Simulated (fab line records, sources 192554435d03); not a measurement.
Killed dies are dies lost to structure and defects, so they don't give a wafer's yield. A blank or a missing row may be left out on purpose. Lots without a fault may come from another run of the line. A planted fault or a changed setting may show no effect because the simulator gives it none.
Chamber matching | flow n5_finfet | N5_BEOL_M10_STRIP_67 on rie_diel-04: 4 sister chambers
The step strips in CF4. 4 wafers are shown with their chamber, then 7 later ones without.

WAFERS WITH THEIR CHAMBER
wafer  | chamber | drypump_motor_current_A (A)
L074.3 | 0       | 5.7
L089.3 | 1       | 5.4
L089.5 | 2       | 5.4
L086.5 | 3       | 5.6

WAFERS WITHOUT THEIR CHAMBER
wafer  | drypump_motor_current_A (A)
L086.6 | 5.7
L088.2 | 5.4
L088.3 | 5.4
L088.5 | 5.4
L093.1 | 5.8
L093.3 | 5.4
L093.6 | 5.4

WHICH CHAMBER EACH WENT THROUGH
wafer  | from the rows above     | in truth
L086.6 | 0                       | 0
L088.2 | can't be placed: 1 or 2 | 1
L088.3 | can't be placed: 1 or 2 | 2
L088.5 | can't be placed: 1 or 2 | 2
L093.1 | 0                       | 0
L093.3 | can't be placed: 1 or 2 | 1
L093.6 | can't be placed: 1 or 2 | 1
Placed correctly: 2 of 7. Can't be placed from these rows: 5 (the true chamber is among the candidates in 5). Placed wrongly: 0.
How it was worked out, from the rows above alone: a wafer's distance from a chamber is the root of the sum, over the readings, of the square of ((its reading less the chamber's mean) divided by the reading's scatter). The wafer belongs to the nearest chamber; if the next one is less than 2 further off, it can't be placed. A chamber's mean is the mean of its shown wafers. The scatter: with one shown wafer a chamber, the root of the mean of the squares of how far each hidden wafer lies from its nearest shown one.
